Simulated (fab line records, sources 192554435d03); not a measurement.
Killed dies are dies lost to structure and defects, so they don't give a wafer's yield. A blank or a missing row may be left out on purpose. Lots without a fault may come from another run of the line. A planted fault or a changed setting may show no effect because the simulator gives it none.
Split-lot experiment | flow n5_finfet | 7 lots, 39 wafers read, on a route of 1938 steps

THE SPLIT
At N5_BEOL_M10_ETCH_62 (etches SOC in N2/H2, target depth 110 nm, overetch 22 nm, time 165 s), the setting time_s was moved away from the recipe's 165 s on 12 of the 39 wafers read, by -48.2% to +45.3%. The other wafers ran this setting at the recipe's value.

The reading is taken at the split's own step.

THE READING
SiARC_of_BEOL_M10_COAT_60.thk_nm (the simulator's own value, which no gauge read), in nm, at N5_BEOL_M10_ETCH_62 (etches SOC in N2/H2, target depth 110 nm, overetch 22 nm, time 165 s). The file gives no usual value for it. The 27 wafers here that ran the recipe average 23.6 nm, standard deviation 0.24 nm.

wafer  | tool, chamber at the split | time_s as run, s | against the recipe | SiARC_of_BEOL_M10_COAT_60.thk_nm, nm | against lot-mates on the recipe
L075.1 | rie_diel-02, 0,3           | 165              | recipe             | 23.4                                 | -
L075.6 | rie_diel-02, 0,3           | 165              | recipe             | 23.4                                 | -
L075.2 | rie_diel-02, 3             | 165              | recipe             | 23.2                                 | -
L082.1 | rie_diel-01, 1             | 165              | recipe             | 23.6                                 | -
L082.2 | rie_diel-01, 2             | 165              | recipe             | 23.4                                 | -
L082.3 | rie_diel-01, 0             | 165              | recipe             | 24.2                                 | -
L082.4 | rie_diel-01, 3,2,3         | 85.47            | -48.2%             | 26.8                                 | +3.1
L082.5 | rie_diel-01, 3,2,3         | 85.47            | -48.2%             | 26.8                                 | +3.1
L082.6 | rie_diel-01, 3,2,3         | 85.47            | -48.2%             | 26.8                                 | +3.1
L091.1 | rie_diel-06, 0             | 165              | recipe             | 23.8                                 | -
L091.2 | rie_diel-06, 3             | 239.7            | +45.3%             | 20.4                                 | -3.3
L091.3 | rie_diel-06, 2,1           | 165              | recipe             | 23.6                                 | -
L091.4 | rie_diel-06, 2,1           | 165              | recipe             | 23.6                                 | -
L091.5 | rie_diel-06, 3             | 239.7            | +45.3%             | 20.2                                 | -3.5
L091.6 | rie_diel-06, 0             | 239.7            | +45.3%             | 21                                   | -2.7
L088.1 | rie_diel-06, 3             | 165              | recipe             | 23.4                                 | -
L088.5 | rie_diel-06, 3             | 165              | recipe             | 23.4                                 | -
L088.2 | rie_diel-06, 2,1           | 165              | recipe             | 23.6                                 | -
L088.4 | rie_diel-06, 2,1           | 165              | recipe             | 23.6                                 | -
L088.3 | rie_diel-06, 0             | 165              | recipe             | 23.8                                 | -
L088.6 | rie_diel-06, 0             | 165              | recipe             | 23.8                                 | -
L092.1 | rie_diel-01, 1             | 165              | recipe             | 23.4                                 | -
L092.2 | rie_diel-01, 3             | 165              | recipe             | 23.2                                 | -
L092.3 | rie_diel-01, 2             | 165              | recipe             | 23                                   | -
L092.4 | rie_diel-01, 0             | 237.9            | +44.2%             | 21                                   | -2.2
L092.5 | rie_diel-01, 3             | 237.9            | +44.2%             | 20.2                                 | -3.0
L092.6 | rie_diel-01, 0             | 237.9            | +44.2%             | 21.2                                 | -2.0
L094.1 | rie_diel-06, 0             | 165              | recipe             | 23.8                                 | -
L094.2 | rie_diel-06, 2,1,2         | 165              | recipe             | 23.6                                 | -
L094.4 | rie_diel-06, 2,1,2         | 165              | recipe             | 23.6                                 | -
L094.6 | rie_diel-06, 2,1,2         | 165              | recipe             | 23.6                                 | -
L094.3 | rie_diel-06, 3             | 165              | recipe             | 23.4                                 | -
L094.5 | rie_diel-06, 3             | 165              | recipe             | 23.4                                 | -
L097.1 | rie_diel-02, 2             | 133.8            | -18.9%             | 25                                   | +1.3
L097.2 | rie_diel-02, 3             | 133.8            | -18.9%             | 24.8                                 | +1.1
L097.6 | rie_diel-02, 3             | 133.8            | -18.9%             | 24.8                                 | +1.1
L097.3 | rie_diel-02, 0             | 165              | recipe             | 23.6                                 | -
L097.4 | rie_diel-02, 1,2           | 165              | recipe             | 23.8                                 | -
L097.5 | rie_diel-02, 1,2           | 165              | recipe             | 23.8                                 | -
Where a row lists several chambers, the file gives one row for several wafers and doesn't say which wafer went through which chamber.

THE FIT
A straight line over all 39 wafers: SiARC_of_BEOL_M10_COAT_60.thk_nm changes by -0.0659 nm for each +1% of time_s; r = -0.99; the points scatter about the line by 0.26 nm.
The same after taking each lot's own level away (the mean of its wafers on the recipe; 39 wafers): -0.0624 nm for each +1%; r = -0.98; scatter 0.25 nm.
On that fit, the largest move of time_s shifts the reading by 3 nm.
The lots' own levels span 23.20 to 23.73 nm, that is 2.2 times the standard deviation above.
So the lot-to-lot level changes the slope little: the two slopes agree.
Check: with one of the wafers moved furthest among these (-48.2%) left out of the fit, the line predicts +3 nm for it against its lot-mates. It came out at +3.07 nm against them.

OTHER SPLITS ON THESE WAFERS
These wafers also went through other splits before the reading. Each is held against what the fit with the lots' levels taken away leaves over:
other split on the same wafers           | wafers away from the commonest value | r with SiARC_of_BEOL_M10_COAT_60.thk_nm (lot level and that fit taken away)
N5_BEOL_M5_TRENCH_ETCH_37 target_depth_a | 18                                   | -0.15
N5_BEOL_M6_CVD_78 target_thk_a           | 15                                   | -0.06

THE WHOLE CHAIN: every reading that the file lists as answering this split, in the file's order
step                   | what it does                                                         | reading                                                                           | change (the file's fit)                                                              | r (the file's)
N5_BEOL_M10_ETCH_62    | etches SOC in N2/H2, target depth 110 nm, overetch 22 nm, time 165 s | SiARC_of_BEOL_M10_COAT_60.thk_nm (the simulator's own value, which no gauge read) | -0.0624 nm for each +1% of the setting                                               | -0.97
N5_BEOL_M10_HM_OPEN_17 | chemistry Cl2/BCl3, target TiN, target depth 20 nm, overetch 6 nm    | etch.depth_nm (the simulator's own value, which no gauge read)                    | not straight: 19.72 at the lowest setting, 19.89 at the recipe, 12.53 at the highest | not given

THE FILE'S OWN FIT
SiARC_of_BEOL_M10_COAT_60.thk_nm changes by -0.0624 nm for each +1% of time_s, r = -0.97.
